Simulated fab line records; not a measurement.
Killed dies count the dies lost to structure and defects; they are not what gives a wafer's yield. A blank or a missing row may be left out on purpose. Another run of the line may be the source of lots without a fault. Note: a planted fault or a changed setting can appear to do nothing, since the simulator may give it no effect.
Which tool is to blame? | flow n5_finfet | 24 lots, 72 wafers sampled, at 6 steps of a route of 1938

== WHAT EACH GAUGE READ, for each wafer ==
N5_BEOL_M11_THK_MEAS_01.
lot  | measured     | on            | M11_ILD_THK (nm)
L074 | day 11 01:50 | film_metro-02 | 268 267 271
L075 | day 11 06:14 | film_metro-02 | 272 275 273
L076 | day 11 16:45 | film_metro-02 | 271 269 275
L077 | day 11 17:26 | film_metro-02 | 276 267 276
L078 | day 11 22:53 | film_metro-01 | 264 271 271
L079 | day 11 23:09 | film_metro-02 | 264 268 267
L080 | day 12 02:47 | film_metro-01 | 270 270 275
L081 | day 12 21:32 | film_metro-01 | 265 273 265
L082 | day 12 23:40 | film_metro-02 | 265 269 278
L084 | day 13 07:34 | film_metro-01 | 273 268 275
L083 | day 13 08:55 | film_metro-01 | 265 275 274
L085 | day 14 05:12 | film_metro-01 | 264 268 274
L087 | day 14 06:58 | film_metro-01 | 267 272 272
L088 | day 14 07:35 | film_metro-02 | 267 267 272
L086 | day 14 07:46 | film_metro-01 | 265 269 273
L089 | day 14 09:37 | film_metro-02 | 262 271 268
L091 | day 14 16:20 | film_metro-01 | 271 278 275
L090 | day 14 22:21 | film_metro-01 | 271 275 273
L092 | day 15 09:22 | film_metro-02 | 264 270 267
L093 | day 15 10:58 | film_metro-01 | 266 272 268
L094 | day 15 21:59 | film_metro-01 | 276 270 273
L095 | day 16 07:17 | film_metro-02 | 271 269 273
L097 | day 16 23:28 | film_metro-02 | 262 269 270
L096 | day 17 03:29 | film_metro-01 | 268 266 263

N5_BEOL_M11_OVL_MEAS_12.
lot  | measured     | on         | M11_OVL (nm)
L074 | day 11 04:38 | overlay-02 | 1.2 0.2 0.5
L075 | day 11 07:27 | overlay-02 | 0.5 -0.1 0.7
L076 | day 11 18:22 | overlay-02 | 0.0 0.4 -1.4
L077 | day 11 18:47 | overlay-01 | -0.3 0.1 0.0
L078 | day 12 02:15 | overlay-01 | -0.7 -0.2 -0.9
L079 | day 12 02:28 | overlay-01 | -0.7 0.7 -0.5
L080 | day 12 03:18 | overlay-02 | 0.4 0.6 0.6
L081 | day 12 22:31 | overlay-01 | -0.6 -0.3 -0.7
L082 | day 13 00:48 | overlay-01 | 0.1 0.4 -0.5
L084 | day 13 08:43 | overlay-01 | 0.7 0.1 -0.2
L083 | day 13 09:41 | overlay-02 | 0.9 0.7 1.0
L085 | day 14 05:50 | overlay-01 | -0.3 0.7 1.0
L087 | day 14 08:37 | overlay-01 | 0.0 1.0 0.5
L088 | day 14 09:02 | overlay-01 | 0.0 -0.8 0.5
L086 | day 14 09:22 | overlay-02 | 0.4 0.3 0.4
L089 | day 14 12:12 | overlay-02 | 0.3 1.0 -0.2
L091 | day 14 19:18 | overlay-01 | 1.4 1.1 1.3
L090 | day 15 00:28 | overlay-01 | 1.8 2.0 0.6
L092 | day 15 10:15 | overlay-01 | -0.1 0.8 -0.3
L093 | day 15 12:38 | overlay-01 | -0.2 0.4 0.1
L094 | day 15 23:10 | overlay-02 | 0.4 1.6 0.0
L095 | day 16 08:40 | overlay-01 | -0.4 0.4 -0.9
L097 | day 17 00:54 | overlay-01 | 0.7 0.5 -0.2
L096 | day 17 06:52 | overlay-01 | 0.3 0.4 0.8

N5_BEOL_M12_OCD_MEAS_35.
lot  | measured     | on     | trench_depth_nm (nm)
L074 | day 11 10:43 | ocd-02 | 320 321 328
L075 | day 11 15:23 | ocd-02 | 319 319 321
L076 | day 12 01:22 | ocd-01 | 329 323 325
L077 | day 12 04:24 | ocd-01 | 326 318 315
L078 | day 12 13:34 | ocd-01 | 318 321 325
L079 | day 12 13:01 | ocd-01 | 327 328 326
L080 | day 12 13:47 | ocd-02 | 327 323 323
L081 | day 13 07:19 | ocd-01 | 327 326 328
L082 | day 13 10:14 | ocd-01 | 325 320 325
L084 | day 13 19:23 | ocd-02 | 320 319 323
L083 | day 13 19:08 | ocd-01 | 315 316 310
L085 | day 14 12:49 | ocd-01 | 318 321 316
L087 | day 14 17:28 | ocd-02 | 319 325 323
L088 | day 14 17:57 | ocd-01 | 320 318 322
L086 | day 14 18:27 | ocd-02 | 333 321 320
L089 | day 14 19:18 | ocd-02 | 326 319 326
L091 | day 15 05:17 | ocd-02 | 321 325 322
L090 | day 15 08:39 | ocd-02 | 320 323 318
L092 | day 15 22:19 | ocd-01 | 319 323 324
L093 | day 16 00:05 | ocd-01 | 321 327 321
L094 | day 16 07:01 | ocd-01 | 329 327 323
L095 | day 16 16:34 | ocd-01 | 320 315 324
L097 | day 17 10:19 | ocd-01 | 326 325 326
L096 | day 17 15:41 | ocd-01 | 307 319 317

== EACH LOT AND THE TOOL THAT RAN IT (in order: tool; ch and the chambers of the sampled wafers; start) ==
lot  | N5_BEOL_M11_STRIP_67               | N5_BEOL_M11_DESCUM_33              | N5_BEOL_M11_ETCH_66
L074 | rie_diel-02 ch 0,1, day 11 04:55   | rie_diel-02 ch 0,2, day 11 05:49   | rie_diel-02 ch 0,2, day 11 05:54
L075 | rie_diel-02 ch 0,2, day 11 07:44   | rie_diel-04 ch 0,1,2, day 11 09:54 | rie_diel-04 ch 0,1,2, day 11 09:59
L076 | rie_diel-02 ch 0,2, day 11 18:39   | rie_diel-06 ch 0,2, day 11 19:24   | rie_diel-06 ch 0,2, day 11 19:29
L077 | rie_diel-04 ch 0,2,3, day 11 19:05 | rie_diel-02 ch 0,2, day 11 20:20   | rie_diel-02 ch 0,2, day 11 20:25
L078 | rie_diel-04 ch 1,2, day 12 02:32   | rie_diel-02 ch 0,1,3, day 12 07:58 | rie_diel-02 ch 0,1,3, day 12 08:03
L079 | rie_diel-02 ch 1,3, day 12 02:46   | rie_diel-04 ch 0,1,3, day 12 07:40 | rie_diel-04 ch 0,1,3, day 12 07:45
L080 | rie_diel-02 ch 0,1, day 12 03:35   | rie_diel-06 ch 1,3, day 12 08:01   | rie_diel-06 ch 1,3, day 12 08:05
L081 | rie_diel-04 ch 0,1, day 12 23:18   | rie_diel-02 ch 1,2,3, day 13 00:18 | rie_diel-02 ch 1,2,3, day 13 00:23
L082 | rie_diel-06 ch 0,2,3, day 13 01:16 | rie_diel-02 ch 1,2,3, day 13 04:43 | rie_diel-02 ch 1,2,3, day 13 04:47
L084 | rie_diel-04 ch 0,1, day 13 09:08   | rie_diel-04 ch 1,3, day 13 13:05   | rie_diel-04 ch 1,3, day 13 13:10
L083 | rie_diel-06 ch 0,3, day 13 09:59   | rie_diel-06 ch 1,2, day 13 12:59   | rie_diel-06 ch 1,2, day 13 13:05
L085 | rie_diel-04 ch 2,3, day 14 06:10   | rie_diel-02 ch 0,1,3, day 14 07:10 | rie_diel-02 ch 0,1,3, day 14 07:14
L087 | rie_diel-06 ch 1,2, day 14 08:54   | rie_diel-02 ch 1,2,3, day 14 12:16 | rie_diel-02 ch 1,2,3, day 14 12:21
L088 | rie_diel-02 ch 0,1,3, day 14 09:20 | rie_diel-04 ch 0,1, day 14 12:41   | rie_diel-04 ch 0,1, day 14 12:46
L086 | rie_diel-04 ch 2,3, day 14 09:48   | rie_diel-02 ch 0,1,2, day 14 12:44 | rie_diel-02 ch 0,1,2, day 14 12:49
L089 | rie_diel-04 ch 0,1,3, day 14 12:40 | rie_diel-04 ch 0,2, day 14 13:39   | rie_diel-04 ch 0,2, day 14 13:44
L091 | rie_diel-06 ch 0,2, day 14 19:35   | rie_diel-04 ch 1,2, day 14 23:23   | rie_diel-04 ch 1,2, day 14 23:28
L090 | rie_diel-02 ch 0,1, day 15 01:20   | rie_diel-02 ch 0,1, day 15 02:59   | rie_diel-02 ch 0,1, day 15 03:05
L092 | rie_diel-04 ch 0,1, day 15 10:40   | rie_diel-06 ch 0,1, day 15 12:03   | rie_diel-06 ch 0,1, day 15 12:08
L093 | rie_diel-04 ch 0,2, day 15 13:08   | rie_diel-06 ch 0,2, day 15 17:28   | rie_diel-06 ch 0,2, day 15 17:33
L094 | rie_diel-04 ch 0,1,2, day 15 23:36 | rie_diel-04 ch 0,1,2, day 16 00:52 | rie_diel-04 ch 0,1,2, day 16 00:59
L095 | rie_diel-06 ch 0,1,2, day 16 08:58 | rie_diel-06 ch 1,2, day 16 10:59   | rie_diel-06 ch 1,2, day 16 11:04
L097 | rie_diel-02 ch 1,3, day 17 01:16   | rie_diel-04 ch 1,2, day 17 05:23   | rie_diel-04 ch 2,3, day 17 05:29
L096 | rie_diel-06 ch 0,2,3, day 17 07:12 | rie_diel-04 ch 0,2,3, day 17 08:32 | rie_diel-04 ch 0,2,3, day 17 08:37
- N5_BEOL_M11_STRIP_67: strips in CF4.
- N5_BEOL_M11_DESCUM_33: chemistry O2, time 7.9 s.
- N5_BEOL_M11_ETCH_66: etches SOC in N2/H2, target depth 120 nm, overetch 24 nm, time 180 s.

== WHAT THE TOOLS THEMSELVES READ (means of the sampled wafers that have a number; where no wafer has one, the mark that the record gives instead) ==
N5_BEOL_M11_STRIP_67.
lot  | tool        | bias_power_w (W) | drypump_motor_current_A (A) | oes_product_au (a.u.) | power_w (W) | rf_vpp_V (V) | showerhead_plenum_p_Torr (Torr) | throttle_valve_pct (%)
L074 | rie_diel-02 | 74.84            | 5.9                         | 0.79                  | 299.4       | 270.7        | 1.75                            | 13.52
L075 | rie_diel-02 | 74.73            | 5.9                         | 0.71                  | 300.4       | 270.2        | 1.78                            | 13.88
L076 | rie_diel-02 | 74.92            | 5.9                         | 0.69                  | 299.5       | 270.1        | 1.79                            | 13.80
L077 | rie_diel-04 | 74.93            | 5.7                         | 0.77                  | 299.7       | 272.0        | 1.82                            | 13.74
L078 | rie_diel-04 | 74.77            | 6.4                         | 0.73                  | 299.4       | 271.4        | 1.82                            | 13.64
L079 | rie_diel-02 | 75.00            | 5.6                         | 0.78                  | 299.7       | 271.4        | 1.74                            | 13.55
L080 | rie_diel-02 | 75.16            | 5.9                         | 0.78                  | 300.1       | 270.6        | 1.75                            | 13.55
L081 | rie_diel-04 | 75.22            | 6.2                         | 0.81                  | 301.2       | 270.6        | 1.79                            | 13.53
L082 | rie_diel-06 | 75.26            | 5.1                         | 0.80                  | 300.1       | 270.4        | 1.77                            | 13.70
L084 | rie_diel-04 | 75.19            | 5.9                         | 0.84                  | 299.7       | 270.5        | 1.78                            | 13.60
L083 | rie_diel-06 | 75.13            | 5.3                         | 0.74                  | 299.4       | 269.6        | 1.73                            | 13.96
L085 | rie_diel-04 | 75.11            | 5.8                         | 0.86                  | 299.7       | 272.3        | 1.84                            | 13.50
L087 | rie_diel-06 | 75.16            | 5.0                         | 0.89                  | 299.8       | 272.8        | 1.87                            | 13.31
L088 | rie_diel-02 | 75.13            | 5.7                         | 0.75                  | 298.7       | 269.8        | 1.74                            | 13.83
L086 | rie_diel-04 | 75.21            | 5.6                         | 0.78                  | 300.2       | 272.8        | 1.83                            | 13.57
L089 | rie_diel-04 | 75.13            | 5.8                         | 0.77                  | 300.1       | 272.1        | 1.80                            | 13.60
L091 | rie_diel-06 | 75.10            | 5.1                         | 0.81                  | 299.6       | 270.5        | 1.77                            | 13.64
L090 | rie_diel-02 | 75.04            | 6.0                         | 0.73                  | 299.7       | 269.8        | 1.76                            | 13.81
L092 | rie_diel-04 | 74.86            | 6.2                         | 0.78                  | 299.3       | 270.5        | 1.79                            | 13.58
L093 | rie_diel-04 | 74.85            | 5.9                         | 0.89                  | 300.6       | 271.2        | 1.81                            | 13.56
L094 | rie_diel-04 | 75.12            | 6.1                         | 0.83                  | 300.4       | 270.7        | 1.80                            | 13.57
L095 | rie_diel-06 | 75.14            | 5.1                         | 0.83                  | 300.4       | 271.8        | 1.82                            | 13.51
L097 | rie_diel-02 | 75.04            | 5.6                         | 0.75                  | 300.1       | 269.0        | 1.73                            | 13.64
L096 | rie_diel-06 | 75.18            | 5.2                         | 0.76                  | 299.9       | 270.6        | 1.76                            | 13.76

N5_BEOL_M11_DESCUM_33.
lot  | tool        | bias_power_w (W) | drypump_motor_current_A (A) | oes_product_au (a.u.) | rf_vpp_V (V) | showerhead_plenum_p_Torr (Torr) | throttle_valve_pct (%)
L074 | rie_diel-02 | 19.98            | 5.9                         | 0.71                  | 243.2        | 2.05                            | 20.47
L075 | rie_diel-04 | 20.01            | 6.0                         | 0.80                  | 243.1        | 2.11                            | 20.62
L076 | rie_diel-06 | 20.01            | 5.0                         | 0.86                  | 243.5        | 2.10                            | 20.34
L077 | rie_diel-02 | 20.08            | 5.9                         | 0.71                  | 242.2        | 2.04                            | 20.48
L078 | rie_diel-02 | 19.99            | 5.7                         | 0.77                  | 242.0        | 2.02                            | 20.59
L079 | rie_diel-04 | 19.96            | 5.8                         | 0.78                  | 243.9        | 2.11                            | 20.43
L080 | rie_diel-06 | 19.96            | 5.2                         | 0.87                  | 244.1        | 2.14                            | 20.33
L081 | rie_diel-02 | 19.98            | 5.6                         | 0.83                  | 242.4        | 2.02                            | 20.30
L082 | rie_diel-02 | 19.97            | 5.6                         | 0.84                  | 242.3        | 2.02                            | 20.31
L084 | rie_diel-04 | 20.00            | 5.7                         | 0.70                  | 243.9        | 2.14                            | 20.33
L083 | rie_diel-06 | 20.01            | 5.0                         | 0.90                  | 245.3        | 2.20                            | 20.18
L085 | rie_diel-02 | 20.01            | 5.7                         | 0.75                  | 241.6        | 2.02                            | 20.62
L087 | rie_diel-02 | 20.02            | 5.6                         | 0.83                  | 242.2        | 2.01                            | 20.32
L088 | rie_diel-04 | 19.98            | 6.2                         | 0.79                  | 242.3        | 2.09                            | 20.43
L086 | rie_diel-02 | 19.93            | 5.9                         | 0.82                  | 242.5        | 2.03                            | 20.28
L089 | rie_diel-04 | 20.02            | 5.9                         | 0.92                  | 243.3        | 2.12                            | 20.52
L091 | rie_diel-04 | 20.01            | 6.2                         | 0.88                  | 242.7        | 2.14                            | 20.38
L090 | rie_diel-02 | 20.06            | 5.9                         | 0.78                  | 242.4        | 2.03                            | 20.43
L092 | rie_diel-06 | 19.95            | 5.2                         | 0.86                  | 243.4        | 2.16                            | 20.43
L093 | rie_diel-06 | 20.00            | 5.1                         | 0.80                  | 242.4        | 2.06                            | 20.60
L094 | rie_diel-04 | 19.97            | 6.1                         | 0.83                  | 243.6        | 2.10                            | 20.50
L095 | rie_diel-06 | 20.00            | 5.0                         | 0.87                  | 243.4        | 2.19                            | 20.23
L097 | rie_diel-04 | 19.97            | 6.2                         | 0.83                  | 243.3        | 2.13                            | 20.40
L096 | rie_diel-04 | 20.04            | 5.7                         | 0.89                  | 243.4        | 2.12                            | 20.40

N5_BEOL_M11_ETCH_66.
lot  | tool        | drypump_motor_current_A (A) | h2_flow_sccm (sccm) | oes_product_au (a.u.) | rf_vpp_V (V) | showerhead_plenum_p_Torr (Torr) | throttle_valve_pct (%)
L074 | rie_diel-02 | 5.9                         | 200.2               | 0.58                  | 523.1        | 2.51                            | 17.98
L075 | rie_diel-04 | 6.1                         | 200.4               | 0.64                  | 523.7        | 2.56                            | 17.98
L076 | rie_diel-06 | 5.0                         | 200.1               | 0.70                  | 524.7        | 2.56                            | 17.71
L077 | rie_diel-02 | 5.9                         | 199.9               | 0.57                  | 522.9        | 2.51                            | 17.99
L078 | rie_diel-02 | 5.6                         | 199.9               | 0.61                  | 522.7        | 2.46                            | 17.93
L079 | rie_diel-04 | 5.8                         | 200.0               | 0.63                  | 523.7        | 2.56                            | 17.82
L080 | rie_diel-06 | 5.2                         | 200.1               | 0.69                  | 525.8        | 2.63                            | 17.86
L081 | rie_diel-02 | 5.6                         | 200.0               | 0.67                  | 522.6        | 2.46                            | 17.72
L082 | rie_diel-02 | 5.6                         | 200.0               | 0.67                  | 521.8        | 2.46                            | 17.71
L084 | rie_diel-04 | 5.7                         | 199.9               | 0.58                  | 525.1        | 2.61                            | 17.81
L083 | rie_diel-06 | 5.0                         | 200.5               | 0.72                  | 527.5        | 2.68                            | 17.62
L085 | rie_diel-02 | 5.6                         | 200.0               | 0.60                  | 522.6        | 2.45                            | 17.96
L087 | rie_diel-02 | 5.6                         | 199.7               | 0.66                  | 521.2        | 2.45                            | 17.72
L088 | rie_diel-04 | 6.2                         | 200.1               | 0.63                  | 523.4        | 2.52                            | 17.69
L086 | rie_diel-02 | 5.9                         | 200.1               | 0.65                  | 522.9        | 2.48                            | 17.71
L089 | rie_diel-04 | 5.9                         | 200.0               | 0.74                  | 524.4        | 2.58                            | 17.98
L091 | rie_diel-04 | 6.3                         | 200.5               | 0.70                  | 525.5        | 2.60                            | 17.84
L090 | rie_diel-02 | 5.9                         | 200.1               | 0.61                  | 521.8        | 2.46                            | 17.74
L092 | rie_diel-06 | 5.2                         | 200.6               | 0.68                  | 526.5        | 2.63                            | 17.83
L093 | rie_diel-06 | 5.2                         | 199.9               | 0.65                  | 522.7        | 2.50                            | 17.95
L094 | rie_diel-04 | 6.1                         | 200.2               | 0.67                  | 523.7        | 2.54                            | 17.86
L095 | rie_diel-06 | 5.0                         | 200.9               | 0.69                  | 527.4        | 2.67                            | 17.66
L097 | rie_diel-04 | 5.9                         | 199.8               | 0.72                  | 524.4        | 2.62                            | 17.87
L096 | rie_diel-04 | 5.7                         | 200.3               | 0.71                  | 525.3        | 2.58                            | 17.86

== THE ANSWER, worked out from the rows above alone ==
Rule: what is usual is taken from the lots themselves. Put in order of their means at a reading, lots are off if they are a third of the lots or fewer, leave a main group of 4 or more, and stand apart from it by a gap of 3 or more times the standard deviation of the main group's means; of several such gaps the widest counts. If all means in a main group match to the digits the tables above print for the reading, that group is not used. Also off: a lot with no number at a reading for which 4 or more lots have one. All remaining lots with rows at the step are treated as sound. After the gauges, taken in route order, come the tools' own readings; for these a lot's mean is taken, as printed above. The first step at which some lot is off is used, and at that step the reading that is off furthest; a lot without a number counts as furthest.
No lot is off on any of the readings shown, so nothing can be concluded from this.

== WHAT THE SIMULATOR HAD INSERTED ==
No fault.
